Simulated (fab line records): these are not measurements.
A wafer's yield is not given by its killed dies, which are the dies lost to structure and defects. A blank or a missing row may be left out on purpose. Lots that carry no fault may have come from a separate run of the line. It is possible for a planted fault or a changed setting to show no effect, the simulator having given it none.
What tool caused it? -- flow nand-harc -- 33 wafers from 11 lots sampled at 5 of the route's 1159 steps

WHAT THE GAUGES SHOWED, per wafer
NHARC_END_SORT_01.
lot,measured,on,defect-limited-yield (%)
L772,day 23 11:13,prober-02,93.1 94.1 92.3

WHAT TOOL EACH LOT RAN ON (gives the tool, then ch and the chambers of the sampled wafers, and finally the start)
lot,NHARC_P_CONTACT_CMP_24,NHARC_P_M0_DESCUM_14,NHARC_P_M1_DEP_00,NHARC_P_M1_ETCH_35
L759,"cmp-03 ch 0,1,3, day 6 15:26","rie-diel-13 ch 0,1,2, day 6 16:55","pecvd-04 ch 0,1,2, day 6 19:59","rie-diel-09 ch 0,1,2, day 6 21:06"
L760,"cmp-02 ch 1,2, day 6 15:59","rie-diel-13 ch 0,1, day 6 17:29","pecvd-04 ch 0,2, day 6 20:31","rie-diel-09 ch 1,2,3, day 6 21:29"
L761,"cmp-02 ch 0,1,2, day 6 22:39","rie-diel-13 ch 0,1,2, day 7 00:42","pecvd-01 ch 0,1, day 7 03:49","rie-diel-09 ch 0,2, day 7 05:31"
L762,"cmp-04 ch 1,2, day 7 06:14","rie-diel-06 ch 2,3, day 7 07:44","pecvd-01 ch 0,2, day 7 10:55","rie-diel-10 ch 2,3, day 7 11:48"
L766,"cmp-03 ch 0,1,2, day 8 10:44","rie-diel-06 ch 0,1,2, day 8 12:14","pecvd-04 ch 0,1,2, day 8 16:00","rie-diel-07 ch 0,1,2, day 8 17:40"
L772,"cmp-03 ch 2,3, day 9 23:38","rie-diel-06 ch 0,1, day 10 01:07","pecvd-04 ch 0,1,2, day 10 04:22","rie-diel-09 ch 0,1,3, day 10 05:16"
L773,"cmp-04 ch 0,3, day 10 01:43","rie-diel-13 ch 2,3, day 10 03:13","pecvd-04 ch 0,1,2, day 10 06:15","rie-diel-07 ch 0,2,3, day 10 07:22"
L775,"cmp-04 ch 1,2,3, day 10 10:53","rie-diel-01 ch 0,1,3, day 10 12:20","pecvd-01 ch 0,2, day 10 15:41","rie-diel-10 ch 0,2,3, day 10 16:48"
L776,"cmp-03 ch 1,2,3, day 10 14:05","rie-diel-13 ch 1,2,3, day 10 15:43","pecvd-03 ch 0,1, day 10 18:48","rie-diel-10 ch 1,2,3, day 10 19:52"
L778,"cmp-04 ch 0,2,3, day 11 04:04","rie-diel-13 ch 2,3, day 11 05:34","pecvd-04 ch 0,1,2, day 11 08:42","rie-diel-09 ch 0,1,3, day 11 09:46"
L779,"cmp-04 ch 0,2,3, day 11 06:14","rie-diel-01 ch 0,3, day 11 07:42","pecvd-01 ch 0,1,2, day 11 10:46","rie-diel-09 ch 0,1, day 11 11:50"
- NHARC_P_CONTACT_CMP_24: polishes, t overpolish 30 s, target thk 200 nm.
- NHARC_P_M0_DESCUM_14: chemistry O2, time 3 s.
- NHARC_P_M1_DEP_00: deposits SiOC, target thk 182.5 nm.
- NHARC_P_M1_ETCH_35: etches the open film in N2/H2, target depth 40 nm, overetch 12 nm, time 43.94 s.

THE ANSWER, worked out from the rows above alone
Rule: the usual values come from the lots themselves. The widest of any qualifying gaps counts: lots, ordered by their means at a reading, are off when they make up no more than a third of the lots, leave a main group of 4 or more, and stand apart from it by 3 or more times the standard deviation of that group's means. A main group whose means are all the same, to the digits that the tables above print for the reading, isn't used. A lot without any number at a reading at which 4 lots or more have one is off too. Any other lot the step has rows for is counted as sound.
None of the lots is off at any reading shown; this tells nothing.

WHAT WAS PUT IN BY THE SIMULATOR
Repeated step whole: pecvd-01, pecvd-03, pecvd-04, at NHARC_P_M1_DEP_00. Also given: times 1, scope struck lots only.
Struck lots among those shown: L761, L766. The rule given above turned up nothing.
